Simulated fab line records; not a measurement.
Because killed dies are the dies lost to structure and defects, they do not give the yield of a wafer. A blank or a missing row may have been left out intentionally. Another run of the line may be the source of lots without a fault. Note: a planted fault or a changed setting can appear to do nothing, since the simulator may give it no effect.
Chamber matching -- flow n5-finfet -- 4 sister chambers for N5_BEOL_M7_STRIP_19 on rie-diel-06
The step strips in O2. 4 wafers are shown with their chamber, then 9 later ones without.

## EACH WAFER AND ITS CHAMBER
wafer,chamber,showerhead-plenum-p-Torr (Torr)
L091.5,3,1.99
L091.6,2,2.26
L093.2,1,2.01
L093.5,0,2.03

## WAFERS WHOSE CHAMBER IS MISSING
wafer,showerhead-plenum-p-Torr (Torr)
L092.1,2.03
L092.3,2.01
L092.4,1.99
L095.4,2.01
L095.5,1.98
L095.6,2.25
L094.1,2.25
L094.3,1.98
L094.5,2.03

## WHICH CHAMBER EACH WENT THROUGH
wafer,from the rows above,in truth
L092.1,0,0
L092.3,1,1
L092.4,3,3
L095.4,1,1
L095.5,3,3
L095.6,2,2
L094.1,2,2
L094.3,3,3
L094.5,0,0
Correct placement for 9 of the 9. Left unplaced by these rows: 0. Wrongly placed: 0.
How it was worked out, from the rows above alone: a wafer's distance from a chamber is the root of the sum, over the readings, of the square of ((its reading less the chamber's mean) divided by the reading's scatter). The wafer belongs to the nearest chamber; if the next one is less than 2 further off, it can't be placed. Each chamber's mean is taken over the wafers shown for it. The scatter (one wafer shown for each chamber): square how far every hidden wafer sits from the nearest shown wafer, average those squares and take the square root.
